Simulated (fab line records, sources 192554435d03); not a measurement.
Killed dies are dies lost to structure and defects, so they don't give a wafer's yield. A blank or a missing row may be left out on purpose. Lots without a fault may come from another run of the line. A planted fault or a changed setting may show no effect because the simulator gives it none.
Chamber matching | flow n5_finfet | N5_FIN_SAQP_ETCH_64 on rie_si-02: 4 sister chambers
The step etches SiO2 in CF4, target depth 1.5 nm. 4 wafers are shown with their chamber, then 10 later ones without.

WAFERS WITH THEIR CHAMBER
wafer  | chamber | drypump_motor_current_A (A)
L087.1 | 2       | 4.7
L090.4 | 3       | 6.3
L090.6 | 0       | 6.1
L091.5 | 1       | 5.8

WAFERS WITHOUT THEIR CHAMBER
wafer  | drypump_motor_current_A (A)
L091.6 | 6.1
L092.1 | 6.1
L092.2 | 4.8
L092.4 | 5.8
L093.1 | 5.8
L093.4 | 6.1
L093.5 | 6.2
L094.4 | 6.1
L094.5 | 4.7
L094.6 | 5.8

WHICH CHAMBER EACH WENT THROUGH
wafer  | from the rows above     | in truth
L091.6 | 0                       | 0
L092.1 | 0                       | 0
L092.2 | 2                       | 2
L092.4 | 1                       | 1
L093.1 | 1                       | 1
L093.4 | 0                       | 0
L093.5 | can't be placed: 3 or 0 | 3
L094.4 | 0                       | 0
L094.5 | 2                       | 2
L094.6 | 1                       | 1
Placed correctly: 9 of 10. Can't be placed from these rows: 1 (the true chamber is among the candidates in 1). Placed wrongly: 0.
How it was worked out, from the rows above alone: a wafer's distance from a chamber is the root of the sum, over the readings, of the square of ((its reading less the chamber's mean) divided by the reading's scatter). The wafer belongs to the nearest chamber; if the next one is less than 2 further off, it can't be placed. A chamber's mean is the mean of its shown wafers. The scatter: with one shown wafer a chamber, the root of the mean of the squares of how far each hidden wafer lies from its nearest shown one.
